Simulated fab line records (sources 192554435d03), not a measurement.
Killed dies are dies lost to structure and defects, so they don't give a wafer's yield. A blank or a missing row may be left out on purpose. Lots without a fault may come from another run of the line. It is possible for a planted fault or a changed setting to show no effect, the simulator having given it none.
fab line records    flow n5Finfet    part 1 of 2: steps 1 to 4 of 6
record lots=22  wafers=66  lastDay=17
route steps=1938 shown HKMG_FIN@413 GATE_CUT@469
lots that met no fault: taken from a fault-free run of the same line
startH: hours from the record's opening day to when the first of the lot's shown wafers began    waitH: hours since the lot's step before    " same as the row above    L1.1+2: a single row standing in for several wafers    - no value, or no start given    * or withheld: withheld    < > ~ a bound
route shown NAME@n: NAME is a module with steps in the file, n the number in the route of the first one    usual: mean/standard deviation of fault-free wafers    same: alike in all rows    chamber/n: place in a boat    sites: the reading at each site    _std_site: their standard deviation    _edge_site: mean of outer sites minus mean of inner sites    radiusMm: for every site, how far away it sits from the centre of the wafer    mask NAME#n: copy n    behind: tool/chamber where the wafer was last shaped    hold: reason for holding the lot/hours on hold/outcome of the hold    device: names the non-switching transistor (n, p or np)    end of line: the tests these same wafers got at the end of their route    a step without rows: its recipe alone    killed: at the first sort, the dies lost to defects and structure; wafer yield is something else    map: a wafer's dies, x killed, . not, _ none there
set.NAME: the setting as run; set.NAME@STEP: as run at that earlier step    model.NAME: the simulator's own value behind a step, which no gauge read
a sample of lots followed through the steps of the route, with each step as a table and each wafer as a row
services: a tool's chamber out of use, with start hour (startH, from the record's first day; less than 0 if before it), hours out, and reason
## steps
# step N5_HKMG_FIN_CVD_62
# recipe material=a-Si  targetThkA=30  tempC=500  precursor=Si2H6  pressureTorr=1  timeS=20.8
# usual chamberPressureTorr=1.0003/0.0022  heaterPowerW=1310/120
lot.wafer  tool             chamber  startH  waitH  chamberPressureTorr  heaterPowerW
L075.3     thermalCvdSi-02  1        85.95   0.2    1.0000               1499
L075.4     "                0        "       "      1.0023               1282
L075.6     "                1        "       "      0.9969               1530
L076.3     thermalCvdSi-01  0        92.65   0.2    0.9951               1338
L076.4     "                0        "       "      1.0011               1331
L076.6     "                1        "       "      1.0024               1206
L077.1     thermalCvdSi-02  1        93.22   0.2    1.0032               1514
L077.3     "                0        "       "      1.0018               1326
L077.4     "                1        "       "      0.9978               1497
L078.1     thermalCvdSi-01  0        103.31  0.2    1.0020               1364
L078.3     "                1        "       "      0.9988               1172
L078.5     "                0        "       "      0.9982               1362
L079.1     thermalCvdSi-02  1        107.76  0.2    1.0002               1518
L079.4     "                0        "       "      1.0007               1260
L079.6     "                1        "       "      0.9947               1496
L080.1     thermalCvdSi-01  2        115.14  0.2    1.0043               1176
L080.2     "                0        "       "      1.0039               1367
L080.4     "                1        "       "      0.9986               1160
L081.1     thermalCvdSi-02  1        119.44  0.2    0.9990               1548
L081.2     "                2        "       "      0.9992               1295
L081.3     "                0        "       "      1.0015               1287
L083.3     thermalCvdSi-01  2        129.35  0.2    1.0015               1221
L083.5     "                1        "       "      1.0001               1141
L083.6     "                0        "       "      0.9992               1336
L082.2     thermalCvdSi-02  1        131.20  0.2    1.0023               1478
L082.4     "                2        "       "      1.0010               1276
L082.6     "                1        "       "      1.0008               1517
L084.3     thermalCvdSi-01  0        138.62  0.2    1.0000               1348
L084.4     "                1        "       "      1.0018               1164
L084.5     "                2        "       "      1.0010               1199
L085.3     thermalCvdSi-02  1        145.55  0.2    1.0044               1542
L085.5     "                0        "       "      1.0044               1314
L085.6     "                1        "       "      1.0036               1521
L086.2     thermalCvdSi-01  0        150.52  0.2    0.9993               1370
L086.3     "                1        "       "      1.0019               1218
L086.5     "                0        "       "      0.9999               1373
L087.2     thermalCvdSi-02  1        151.14  0.2    0.9994               1515
L087.3     "                2        "       "      0.9999               1336
L087.4     "                2        "       "      1.0015               1301
L088.3     thermalCvdSi-01  2        159.00  0.2    1.0019               1201
L088.4     "                2        "       "      0.9993               1202
L088.6     "                0        "       "      0.9989               1338
L089.4     thermalCvdSi-02  1        162.76  0.2    0.9988               1540
L089.5     "                0        "       "      1.0008               1297
L089.6     "                2        "       "      1.0009               1270
L090.3     thermalCvdSi-01  2        175.24  0.2    1.0048               1173
L090.4     "                1        "       "      0.9993               1151
L090.5     "                2        "       "      1.0048               1208
L091.1     thermalCvdSi-02  0        176.31  0.2    1.0003               1262
L091.2     "                2        "       "      0.9984               1294
L091.5     "                0        "       "      1.0007               1257
L092.1     thermalCvdSi-01  2        183.49  0.2    0.9969               1154
L092.2     "                0        "       "      0.9976               1362
L092.3     "                1        "       "      0.9982               1176
L093.1     thermalCvdSi-02  2        188.82  0.2    0.9999               1316
L093.2     "                1        "       "      1.0030               1548
L093.3     "                0        "       "      0.9996               1270
L094.2     thermalCvdSi-01  2        193.47  0.2    0.9996               1188
L094.4     "                0        "       "      1.0008               1345
L094.5     "                2        "       "      1.0026               1223
L096.2     thermalCvdSi-01  1        207.29  0.2    0.9972               1139
L096.3     "                0        "       "      1.0011               1374
L096.4     "                1        "       "      1.0037               1173
L097.1     thermalCvdSi-02  2        212.17  0.2    1.0000               1288
L097.3     "                1        "       "      0.9976               1555
L097.6     "                2        "       "      1.0022               1309
# step N5_HKMG_FIN_DESCUM_17
# recipe chemistry=O2  timeS=7.9  sourcePowerW=50  biasPowerW=20  pressureMtorr=20  rfFrequencyHz=2.712e+07  tempC=40  resist=CAR-ArF  o2FlowSccm=225
# usual drypumpMotorCurrentA=5.9/0.53  oesProductAu=0.85/0.064  rfFwdPowerW=49.33/0.21  rfVppV=243.5/1.5  showerheadPlenumPTorr=2.12/0.071  throttleValvePct=20.44/0.28
lot.wafer  tool        chamber  startH  waitH  drypumpMotorCurrentA  oesProductAu  rfFwdPowerW  rfHoursCounterH  rfVppV  showerheadPlenumPTorr  throttleValvePct
L075.3     rieDiel-06  0        87.59   0.0    6.4                   0.92          49.36        17               245.5   2.22                   19.85
L075.4     "           1        "       "      5.7                   0.92          49.04        25               243.3   2.15                   20.46
L075.6     "           0        "       "      6.3                   0.91          49.09        -                245.7   2.21                   19.84
L076.3     rieDiel-06  2        94.30   0.0    5.1                   0.74          49.30        146              242.5   2.01                   20.59
L076.4     "           0        "       "      6.4                   0.91          49.21        20               244.8   2.21                   19.82
L076.6     "           0        "       "      6.4                   0.90          49.51        -                244.5   2.21                   19.84
L077.1     rieDiel-01  2        94.90   0.0    6.2                   0.96          49.38        5                242.4   2.12                   20.36
L077.3     "           1        "       "      6.0                   0.91          49.59        36               243.2   2.05                   20.82
L077.4     "           3        "       "      5.5                   0.85          49.06        62               244.0   2.11                   20.55
L078.1     rieDiel-03  1        105.09  0.2    6.5                   0.81          49.45        89               243.6   2.11                   20.82
L078.3     "           2        "       "      5.8                   0.80          49.25        132              242.0   2.01                   20.40
L078.5     "           2        "       "      5.8                   0.80          49.18        -                241.0   2.01                   20.39
L079.1     rieDiel-01  3        109.40  0.0    5.5                   0.85          49.40        67               242.3   2.11                   20.58
L079.4     "           0        "       "      5.2                   0.87          49.56        53               243.2   2.13                   20.12
L079.6     "           1        "       "      6.0                   0.91          49.40        -                242.3   2.05                   20.83
L080.1     rieDiel-01  0        116.80  0.0    5.2                   0.86          49.51        56               242.7   2.13                   20.11
L080.2     "           2        "       "      6.2                   0.92          49.44        13               243.7   2.12                   20.38
L080.4     "           3        "       "      5.5                   0.84          49.21        70               245.2   2.11                   20.58
L081.1     rieDiel-03  2        121.18  0.1    5.7                   0.79          49.07        137              240.8   2.01                   20.39
L081.2     "           1        "       "      6.6                   0.80          49.86        94               242.9   2.11                   20.82
L081.3     "           3        "       "      5.2                   0.89          49.27        45               245.2   2.22                   20.52
L083.3     rieDiel-01  3        131.18  0.3    5.6                   0.82          49.36        75               242.7   2.10                   20.58
L083.5     "           2        "       "      6.3                   0.91          49.55        -                244.4   2.12                   20.39
L083.6     "           1        "       "      6.0                   0.89          49.44        -                241.0   2.05                   20.86
L082.2     rieDiel-03  0        132.77  0.1    5.5                   0.99          49.16        0                245.0   2.14                   20.32
L082.4     "           3        "       "      5.3                   0.88          49.80        51               244.6   2.22                   20.53
L082.6     "           3        "       "      5.3                   0.89          49.51        -                243.8   2.22                   20.52
L084.3     rieDiel-03  2        140.61  0.4    5.8                   0.79          49.17        148              240.3   2.01                   20.42
L084.4     "           0        "       "      5.5                   0.97          49.25        4                244.6   2.14                   20.32
L084.5     "           2        "       "      5.7                   0.78          49.18        -                241.8   2.01                   20.41
L085.3     rieDiel-03  1        147.86  0.7    6.5                   0.80          49.56        108              244.6   2.10                   20.85
L085.5     "           2        "       "      5.8                   0.78          48.97        -                240.7   2.01                   20.43
L085.6     "           1        "       "      6.5                   0.79          49.73        -                243.4   2.10                   20.84
L086.2     rieDiel-06  2        152.91  0.3    5.1                   0.73          49.32        160              240.9   2.01                   20.61
L086.3     "           1        "       "      5.7                   0.89          49.14        42               243.8   2.15                   20.46
L086.5     "           0        "       "      6.4                   0.88          49.16        -                244.7   2.21                   19.86
L087.2     rieDiel-01  0        153.40  0.3    5.2                   0.84          49.52        71               244.9   2.12                   20.15
L087.3     "           2        "       "      6.3                   0.91          49.51        28               244.5   2.11                   20.39
L087.4     "           1        "       "      6.0                   0.88          49.57        62               242.4   2.05                   20.88
L088.3     rieDiel-01  3        160.94  0.2    5.5                   0.83          49.54        86               243.7   2.10                   20.60
L088.4     "           1        "       "      6.0                   0.87          49.26        64               242.5   2.05                   20.88
L088.6     "           3        "       "      5.5                   0.83          49.64        -                244.0   2.10                   20.58
L089.4     rieDiel-06  3        164.35  0.0    6.8                   0.91          49.56        33               245.8   2.21                   20.33
L089.5     "           1        "       "      5.7                   0.88          49.09        -                244.7   2.15                   20.48
L089.6     "           2        "       "      5.1                   0.72          48.78        -                240.8   2.01                   20.61
L090.3     rieDiel-06  1        178.12  1.3    5.7                   0.86          48.96        54               244.6   2.14                   20.48
L090.4     "           3        "       "      6.8                   0.89          49.13        -                244.6   2.21                   20.33
L090.5     "           1        "       "      5.7                   0.86          49.07        -                244.1   2.14                   20.51
L091.1     rieDiel-06  0        179.80  1.9    6.3                   0.85          49.23        47               242.3   2.20                   19.90
L091.2     "           1        "       "      5.7                   0.87          49.24        55               242.7   2.14                   20.48
L091.5     "           3        "       "      6.8                   0.90          49.24        -                245.4   2.21                   20.35
L092.1     rieDiel-01  2        185.13  0.0    6.3                   0.87          49.26        39               243.9   2.11                   20.41
L092.2     "           1        "       "      6.0                   0.87          49.29        74               243.4   2.04                   20.87
L092.3     "           3        "       "      5.5                   0.82          49.47        96               242.7   2.10                   20.59
L093.1     rieDiel-06  1        190.62  0.0    5.7                   0.87          48.92        60               243.2   2.14                   20.49
L093.2     "           2        "       "      5.1                   0.73          49.15        169              238.6   2.00                   20.63
L093.3     "           3        "       "      6.8                   0.90          49.25        46               244.4   2.21                   20.34
L094.2     rieDiel-03  3        195.05  0.1    5.3                   0.86          49.26        69               244.7   2.21                   20.54
L094.4     "           1        "       "      6.5                   0.78          49.66        118              243.0   2.10                   20.87
L094.5     "           1        "       "      6.5                   0.78          49.75        -                243.5   2.10                   20.86
L096.2     rieDiel-06  3        208.93  0.0    6.8                   0.87          49.17        53               246.3   2.21                   20.36
L096.3     "           2        "       "      5.1                   0.72          49.13        176              242.1   2.00                   20.63
L096.4     "           1        "       "      5.7                   0.86          49.14        66               244.2   2.14                   20.51
L097.1     rieDiel-06  1        213.79  0.1    5.7                   0.86          49.19        68               243.6   2.14                   20.53
L097.3     "           2        "       "      5.1                   0.71          49.13        178              242.3   2.00                   20.65
L097.6     "           2        "       "      5.1                   0.72          48.84        -                242.2   2.00                   20.65
# step N5_HKMG_FIN_ALD_91
# recipe material=TiN  targetThkA=10  tempC=400  aldPrecursorFamily=TiCl4  aldCoReactant=NH3  pulseTimeS=1  purgeTimeS=3  coReactantPurgeTimeS=2  coReactantPulseTimeS=2  aldCycles=47  pressureTorr=3
# usual chamberPressureTorr=3.000/0.0063  heaterPowerW=876/74  precursorPulseHeightRel=1.001/0.02
lot.wafer  tool         chamber  startH  waitH  chamberPressureTorr  heaterPowerW  precursorPulseHeightRel
L075.3     aldMetal-01  3        88.61   0.1    2.989                853           1.083
L075.4     "            0        "       "      2.996                821           1.029
L075.6     "            1        "       "      3.003                870           0.983
L076.3     aldMetal-02  0        95.29   0.1    2.995                934           0.973
L076.4     "            3        "       "      3.002                816           0.988
L076.6     "            0        "       "      2.995                927           0.976
L077.1     aldMetal-03  0        95.88   0.3    3.016                1093          1.030
L077.3     "            1        "       "      3.001                816           0.993
L077.4     "            2        "       "      3.000                895           1.002
L078.1     aldMetal-01  2        106.07  0.3    2.996                835           0.997
L078.3     "            1        "       "      3.008                874           1.015
L078.5     "            0        "       "      2.996                826           0.992
L079.1     aldMetal-01  0        110.37  0.3    3.002                837           1.020
L079.4     "            2        "       "      3.013                827           1.014
L079.6     "            2        "       "      2.994                842           0.987
L080.1     aldMetal-02  1        117.78  0.3    2.997                798           1.012
L080.2     "            0        "       "      3.002                894           1.033
L080.4     "            3        "       "      3.016                813           0.985
L081.1     aldMetal-01  1        122.16  0.3    3.004                856           1.002
L081.2     "            3        "       "      3.001                843           1.022
L081.3     "            2        "       "      3.009                809           0.974
L083.3     aldMetal-01  3        132.16  0.1    3.001                851           0.992
L083.5     "            0        "       "      3.010                823           0.978
L083.6     "            1        "       "      2.999                867           0.994
L082.2     aldMetal-03  1        133.75  0.3    3.001                824           1.031
L082.4     "            2        "       "      3.000                892           1.006
L082.6     "            3        "       "      2.992                970           1.009
L084.3     aldMetal-01  1        141.60  0.1    3.003                863           0.999
L084.4     "            3        "       "      3.000                830           1.031
L084.5     "            1        "       "      3.002                876           0.982
L085.3     aldMetal-03  1        148.84  0.1    2.996                810           1.021
L085.5     "            0        "       "      3.000                1090          0.984
L085.6     "            3        "       "      3.014                975           1.011
L086.2     aldMetal-01  3        153.89  0.3    2.988                868           0.979
L086.3     "            1        "       "      3.000                870           0.988
L086.5     "            1        "       "      3.000                872           0.996
L087.2     aldMetal-03  0        154.38  0.3    3.006                1085          1.021
L087.3     "            3        "       "      2.999                981           1.008
L087.4     "            1        "       "      2.995                831           1.001
L088.3     aldMetal-01  1        161.92  0.1    3.003                885           0.989
L088.4     "            3        "       "      2.995                863           0.998
L088.6     "            2        "       "      3.003                838           1.000
L089.4     aldMetal-03  1        165.34  0.1    2.990                803           0.976
L089.5     "            0        "       "      2.989                1126          1.011
L089.6     "            3        "       "      3.000                956           1.028
L090.3     aldMetal-01  2        179.10  0.1    3.000                822           1.018
L090.4     "            0        "       "      2.992                837           1.004
L090.5     "            0        "       "      2.997                842           0.971
L091.1     aldMetal-02  0        180.78  0.3    3.001                909           1.002
L091.2     "            3        "       "      2.989                836           1.011
L091.5     "            2        "       "      2.998                875           1.032
L092.1     aldMetal-03  2        186.11  0.3    3.000                892           0.994
L092.2     "            0        "       "      3.000                1083          0.989
L092.3     "            1        "       "      3.006                794           1.007
L093.1     aldMetal-03  1        191.60  0.3    3.010                809           1.007
L093.2     "            0        "       "      3.004                1106          0.962
L093.3     "            2        "       "      3.004                885           0.990
L094.2     aldMetal-01  1        196.03  0.3    3.001                876           1.005
L094.4     "            2        "       "      2.994                828           0.965
L094.5     "            0        "       "      3.002                824           1.012
L096.2     aldMetal-01  1        209.91  0.3    3.000                868           0.995
L096.3     "            0        "       "      3.000                828           1.007
L096.4     "            2        "       "      2.999                835           0.990
L097.1     aldMetal-01  0        214.78  0.3    3.001                856           0.990
L097.3     "            1        "       "      2.995                872           1.003
L097.6     "            3        "       "      2.997                847           1.010
# step N5_HKMG_FIN_INSPECT_28
# recipe inspectInstrument=darkfield  mode=postCmp
# usual rawDefectCount=42/17
lot.wafer  tool              chamber  startH  waitH  rawDefectCount
L075.3     defectInspect-02  -        92.03   0.0    25
L075.4     "                 -        "       "      44
L075.6     "                 -        "       "      57
L076.3     defectInspect-01  -        98.92   0.0    29
L076.4     "                 -        "       "      22
L076.6     "                 -        "       "      52
L077.1     defectInspect-01  -        99.32   0.0    32
L077.3     "                 -        "       "      28
L077.4     "                 -        "       "      31
L078.1     defectInspect-02  -        109.46  0.0    32
L078.3     "                 -        "       "      50
L078.5     "                 -        "       "      72
L079.1     defectInspect-02  -        114.09  0.0    28
L079.4     "                 -        "       "      22
L079.6     "                 -        "       "      30
L080.1     defectInspect-02  -        121.20  0.0    28
L080.2     "                 -        "       "      37
L080.4     "                 -        "       "      30
L081.1     defectInspect-01  -        125.65  0.0    26
L081.2     "                 -        "       "      46
L081.3     "                 -        "       "      41
L083.3     defectInspect-02  -        135.91  0.0    22
L083.5     "                 -        "       "      38
L083.6     "                 -        "       "      38
L082.2     defectInspect-02  -        137.44  0.0    37
L082.4     "                 -        "       "      32
L082.6     "                 -        "       "      52
L084.3     defectInspect-02  -        145.00  0.0    21
L084.4     "                 -        "       "      19
L084.5     "                 -        "       "      16
L085.3     defectInspect-02  -        152.37  0.0    28
L085.5     "                 -        "       "      30
L085.6     "                 -        "       "      39
L086.2     defectInspect-02  -        157.30  0.0    23
L086.3     "                 -        "       "      39
L086.5     "                 -        "       "      44
L087.2     defectInspect-01  -        157.82  0.0    37
L087.3     "                 -        "       "      54
L087.4     "                 -        "       "      34
L088.3     defectInspect-01  -        165.57  0.0    78
L088.4     "                 -        "       "      40
L088.6     "                 -        "       "      47
L089.4     defectInspect-01  -        168.75  0.0    39
L089.5     "                 -        "       "      81
L089.6     "                 -        "       "      32
L090.3     defectInspect-01  -        182.78  0.0    38
L090.4     "                 -        "       "      44
L090.5     "                 -        "       "      44
L091.1     defectInspect-01  -        184.26  0.0    22
L091.2     "                 -        "       "      40
L091.5     "                 -        "       "      30
L092.1     defectInspect-02  -        189.74  0.0    45
L092.2     "                 -        "       "      55
L092.3     "                 -        "       "      84
L093.1     defectInspect-02  -        195.10  0.0    50
L093.2     "                 -        "       "      50
L093.3     "                 -        "       "      30
L094.2     defectInspect-01  -        199.54  0.0    34
L094.4     "                 -        "       "      41
L094.5     "                 -        "       "      61
L096.2     defectInspect-01  -        213.43  0.0    66
L096.3     "                 -        "       "      67
L096.4     "                 -        "       "      61
L097.1     defectInspect-02  -        218.35  0.0    87
L097.3     "                 -        "       "      96
L097.6     "                 -        "       "      56
